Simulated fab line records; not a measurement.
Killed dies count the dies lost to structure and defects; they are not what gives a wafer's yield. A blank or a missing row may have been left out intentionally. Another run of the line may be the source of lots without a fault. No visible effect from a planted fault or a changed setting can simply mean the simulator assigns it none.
Split-lot study ; flow n5Finfet ; route with 1938 steps; 7 lots, 39 wafers read

THE SPLIT
At N5_BEOL_M9_CVD_78 (deposits Co from CCTBA/H2, target thk 2 nm, time 138.9 s), the setting targetThkA was moved away from the recipe's 20 angstrom on 15 of the 39 wafers read, by -39.8% to +59.5%. For the rest of the wafers, this setting stayed at what the recipe calls for.

The reading comes from the split's own step.

THE READING
Co_of_BEOL_M9_CVD_78.thkNm (the simulator's own value, which no gauge read), in nm, at N5_BEOL_M9_CVD_78 (deposits Co from CCTBA/H2, target thk 2 nm, time 138.9 s). The file does not state a usual value for it. The 24 wafers here that ran the recipe average 2.1 nm, standard deviation 0.11 nm.

wafer;tool, chamber at the split;targetThkA as run, angstrom;against the recipe;Co_of_BEOL_M9_CVD_78.thkNm, nm;against lot-mates on the recipe
L074.1;cvdCo-02, 2;20;recipe;2;-
L074.2;cvdCo-02, 0,1;14.97;-25.1%;1.6;-0.5
L074.3;cvdCo-02, 0,1;14.97;-25.1%;1.6;-0.5
L074.4;cvdCo-02, 0;14.97;-25.1%;1.4;-0.7
L074.5;cvdCo-02, 2,1;20;recipe;2.2;-
L074.6;cvdCo-02, 2,1;20;recipe;2.2;-
L079.1;cvdCo-02, 0,2,1,2,1;20;recipe;2;-
L079.2;cvdCo-02, 0,2,1,2,1;20;recipe;2;-
L079.3;cvdCo-02, 0,2,1,2,1;20;recipe;2;-
L079.4;cvdCo-02, 0,2,1,2,1;20;recipe;2;-
L079.5;cvdCo-02, 0,2,1,2,1;20;recipe;2;-
L079.6;cvdCo-02, 0;20;recipe;1.8;-
L077.1;cvdCo-02, 0;28.14;+40.7%;2.8;+0.8
L077.2;cvdCo-02, 1,2,0;20;recipe;2;-
L077.3;cvdCo-02, 1,2,0;20;recipe;2;-
L077.4;cvdCo-02, 1,2,0;20;recipe;2;-
L077.5;cvdCo-02, 1;28.14;+40.7%;2.6;+0.6
L077.6;cvdCo-02, 2;28.14;+40.7%;3;+1.0
L081.1;cvdCo-02, 2,0,2;20;recipe;2;-
L081.2;cvdCo-02, 2,0,2;20;recipe;2;-
L081.4;cvdCo-02, 2,0,2;20;recipe;2;-
L083.1;cvdCo-01, 1,0,1;13.82;-30.9%;1.6;-0.5
L083.2;cvdCo-01, 1,0,1;13.82;-30.9%;1.6;-0.5
L083.5;cvdCo-01, 1,0,1;13.82;-30.9%;1.6;-0.5
L083.3;cvdCo-01, 2,0;20;recipe;2.2;-
L083.6;cvdCo-01, 2,0;20;recipe;2.2;-
L083.4;cvdCo-01, 2;20;recipe;2;-
L091.1;cvdCo-01, 2;20;recipe;2;-
L091.2;cvdCo-01, 0,2,2;12.05;-39.8%;1.4;-0.7
L091.4;cvdCo-01, 0,2,2;12.05;-39.8%;1.4;-0.7
L091.6;cvdCo-01, 0,2,2;12.05;-39.8%;1.4;-0.7
L091.3;cvdCo-01, 0;20;recipe;2.2;-
L091.5;cvdCo-01, 0;20;recipe;2.2;-
L092.1;cvdCo-01, 0;20;recipe;2.2;-
L092.5;cvdCo-01, 0;20;recipe;2.2;-
L092.2;cvdCo-01, 2;20;recipe;2;-
L092.3;cvdCo-01, 2,0;31.89;+59.5%;3.4;+1.3
L092.4;cvdCo-01, 2,0;31.89;+59.5%;3.4;+1.3
L092.6;cvdCo-01, 2;31.89;+59.5%;3.2;+1.1
When a row names more than one chamber, that row covers several wafers, and the file does not tell which wafer ran in which chamber.

THE FIT
A straight line over all 39 wafers: Co_of_BEOL_M9_CVD_78.thkNm changes by +0.0191 nm for each +1% of targetThkA; r = +0.97; the points scatter about the line by 0.12 nm.
The same after taking each lot's own level away (the mean of its wafers on the recipe; 39 wafers): +0.0197 nm for each +1%; r = +0.98; scatter 0.095 nm.
The reading moves by 1.2 nm for the largest change in targetThkA, on that fit.
Across the lots, their own levels run from 1.97 to 2.13 nm, a range of 1.5 times the standard deviation given above.
The two slopes agree, so the slope changes little with the lot-to-lot level.
Check: with one of the wafers moved furthest among these (+59.5%) left out of the fit, the line predicts +1.16 nm for it against its lot-mates. It came out at +1.27 nm against them.

FURTHER SPLITS ON THESE WAFERS
Other splits were also applied to these wafers ahead of the reading. Each is held against what the fit with the lots' levels taken away leaves over:
other split on the same wafers;wafers away from the commonest value;r with Co_of_BEOL_M9_CVD_78.thkNm (lot level and that fit taken away)
N5_BEOL_M2_TRENCH_ETCH_37 timeS;15;-0.10
N5_BEOL_M4_VIA_ETCH_34 targetDepthA;15;-0.24
N5_BEOL_M6_VIA_ETCH_34 targetDepthA;12;-0.04

FILE'S OWN FIT
Co_of_BEOL_M9_CVD_78.thkNm changes by +0.0197 nm for each +1% of targetThkA, r = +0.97.
